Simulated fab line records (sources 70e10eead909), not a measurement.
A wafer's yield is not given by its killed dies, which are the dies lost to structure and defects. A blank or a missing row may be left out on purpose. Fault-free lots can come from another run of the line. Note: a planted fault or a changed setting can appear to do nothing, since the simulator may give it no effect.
Matching of chambers -- flow nand-harc -- rie-diel-05 running NHARC_A_STAIRCASE_TRIM_187: 4 sister chambers
The step chemistry O2, time 211.2 s. 4 wafers are shown with their chamber, then 9 later ones without.

WAFERS, EACH WITH ITS CHAMBER
wafer,chamber,drypump-motor-current-A (A)
L090.4,0,6.7
L090.5,2,5.8
L092.1,1,6.2
L092.5,3,5.2

WAFERS WHOSE CHAMBER IS MISSING
wafer,drypump-motor-current-A (A)
L091.1,6.7
L091.3,5.8
L091.5,6.7
L096.2,5.9
L096.4,6.2
L096.5,6.2
L097.1,6.2
L097.2,5.8
L097.5,5.8

WHICH CHAMBER EACH ONE RAN IN
wafer,from the rows above,in truth
L091.1,0,0
L091.3,2,2
L091.5,0,0
L096.2,2,2
L096.4,1,1
L096.5,1,1
L097.1,1,1
L097.2,2,2
L097.5,2,2
9 of 9 placed correctly. Not placeable from these rows: 0. Placed wrongly: 0.
How it was worked out, from the rows above alone: a wafer's distance from a chamber is the root of the sum, over the readings, of the square of ((its reading less the chamber's mean) divided by the reading's scatter). The wafer belongs to the nearest chamber; if the next one is less than 2 further off, it can't be placed. The mean given for a chamber averages the wafers shown for that chamber. The scatter (one wafer shown for each chamber): square how far every hidden wafer sits from the nearest shown wafer, average those squares and take the square root.
